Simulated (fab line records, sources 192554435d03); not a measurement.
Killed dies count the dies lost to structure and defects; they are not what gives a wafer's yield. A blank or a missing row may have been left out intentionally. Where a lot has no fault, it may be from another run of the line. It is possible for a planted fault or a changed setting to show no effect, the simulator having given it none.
A struck lot beside a sound one	flow n5_finfet	36 out of 1938 route steps
Sound: these wafers, L653.1, L653.4, L653.5. Wafers struck: L639.2, L639.4, L639.6. The cause is given at the end.
Order at every step that has rows: each side's tool, ch and its chambers, its first start. Under that, the readings that differ: sound wafers	struck wafers	difference of the means	sigmas: that difference in standard deviations of wafers without a fault.
alike: a reading whose means differ by less than 2 such deviations, as well as words and numbers matching on both sides. not compared: withheld readings; readings where some wafer has no value; bounds like >300 that might hide an equal value; numbers whose values overlap and for which the record gives no deviation.
A row with sigmas, a row that says differs or no value, or rows on one side alone: a step with any of these is where the two part. Numbers that don't overlap but have no deviation are shown without sigmas and don't part them. A reading that every wafer of one side lacks parts them only if that side has two wafers or more.

first, 7 steps without rows for these wafers: N5_BEOL_M4_CMP_52 (polishes, stops on SiOC, t overpolish 6.8 s, target thk 40 nm); N5_BEOL_M4_PRE_CLEAN_60 (time 15 s); N5_BEOL_M4_CO_CAP_55 (material Co, precursor CCTBA/H2, target thk 2 nm, time 102.1 s); N5_BEOL_M4_PRE_CLEAN_56 (time 15 s); N5_BEOL_M4_DEP_57 (deposits SiCN from 3MS/NH3, target thk 8 nm, time 14 s); N5_BEOL_M5_ILD_DEP_00 (deposits SiCOH lowk from DEMS/porogen, target thk 140.64 nm, time 25.9 s); N5_BEOL_M5_CURE_79 (cures SiCOH lowk, time 240 s).
N5_BEOL_M5_PECVD_70: deposits SiO2 from TEOS/O2, target thk 16 nm, time 18 s.
  sound on pecvd-01 ch 0,2, day 12 02:26; struck on pecvd-03 ch 0,1, day 8 03:08
  alike: heater_power_outer_w, heater_power_w, showerhead_plenum_p_Torr, throttle_valve_pct
then, 25 steps without rows for these wafers: N5_BEOL_M5_HM_DEP_02 (deposits TiN, target thk 20 nm); N5_BEOL_M5_COAT_59 (time 60 s, resist thk 60 nm); N5_BEOL_M5_COAT_60 (time 60 s, resist thk 12 nm); N5_BEOL_M5_COAT_71 (time 60 s, resist thk 5 nm); N5_BEOL_M5_COAT_05 (resist thk 30 nm); N5_BEOL_M5_EBR_07; N5_BEOL_M5_SOFTBAKE_06 (time 60 s); N5_BEOL_M5_EXPOSE_08 (exposes mask M5, target cd 28 nm); N5_BEOL_M5_PEB_09 (peb time 60 s); N5_BEOL_M5_DEVELOP_10 (develop time 30 s); N5_BEOL_M5_DESCUM_16 (chemistry O2, time 7 s); N5_BEOL_M5_ETCH_72 (etches underlayer in N2/H2, target depth 6.5 nm, time 5.2 s); N5_BEOL_M5_ETCH_61 (etches SiARC in CF4, target depth 15.6 nm, time 26 s); N5_BEOL_M5_ETCH_62 (etches SOC in N2/H2, target depth 75 nm, overetch 15 nm, time 112.5 s); N5_BEOL_M5_STRIP_63 (strips in N2/H2); N5_BEOL_M5_STRIP_73 (strips in N2/H2); N5_BEOL_M5_STRIP_64 (strips in CF4); N5_BEOL_M5_HM_OPEN_17 (chemistry Cl2/BCl3, target TiN, target depth 20 nm, overetch 6 nm); N5_BEOL_M5_STRIP_19 (strips in O2); N5_BEOL_M5_COAT_65 (time 60 s, resist thk 60 nm); N5_BEOL_M5_COAT_66 (time 60 s, resist thk 12 nm); N5_BEOL_M5_COAT_74 (time 60 s, resist thk 5 nm); N5_BEOL_M5_COAT_22 (resist thk 30 nm); N5_BEOL_M5_EBR_24; N5_BEOL_M5_SOFTBAKE_23 (time 60 s).
N5_BEOL_M5_HM_STRIP_39: strips TiN in peroxide tin strip, target depth 25 nm, time 158 s.
  sound on wet_bench-03 ch 0,1,7, day 12 08:05; struck on wet_bench-02 ch 4,5,7, day 8 07:00
reading	sound	struck	difference	sigmas
model.SiO2_of_BEOL_M5_PECVD_70.thk_nm (nm)	15.8 15.8 16	31.4 32.2 32.4	+16.1	
N5_BEOL_M5_CMP_52: polishes, stops on SiCOH lowk, t overpolish 6.9 s, target thk 62 nm.
  sound on cmp-03 ch 0,1,2, day 12 14:07; struck on cmp-03 ch 2,3, day 8 17:41
reading	sound	struck	difference	sigmas
barrier_field_endpoint_s (s)	25.1 25.1 24.9	41.2 41.1 41.1	+16.1	+29
overpolish_run_s (s)	6.892 6.894 6.902	0.048 0.045 0.043	-6.851	-99 or more
  alike: motor_current_A, platen_rpm, slurry_filter_dp_kPa, time_to_endpoint_s
after that, 1 step had no rows for these wafers: N5_PASSIVATION_PROBE_49.

## WHERE THEY PART
N5_BEOL_M5_CMP_52 only, going by this record.

WHY: whatever the simulator had introduced
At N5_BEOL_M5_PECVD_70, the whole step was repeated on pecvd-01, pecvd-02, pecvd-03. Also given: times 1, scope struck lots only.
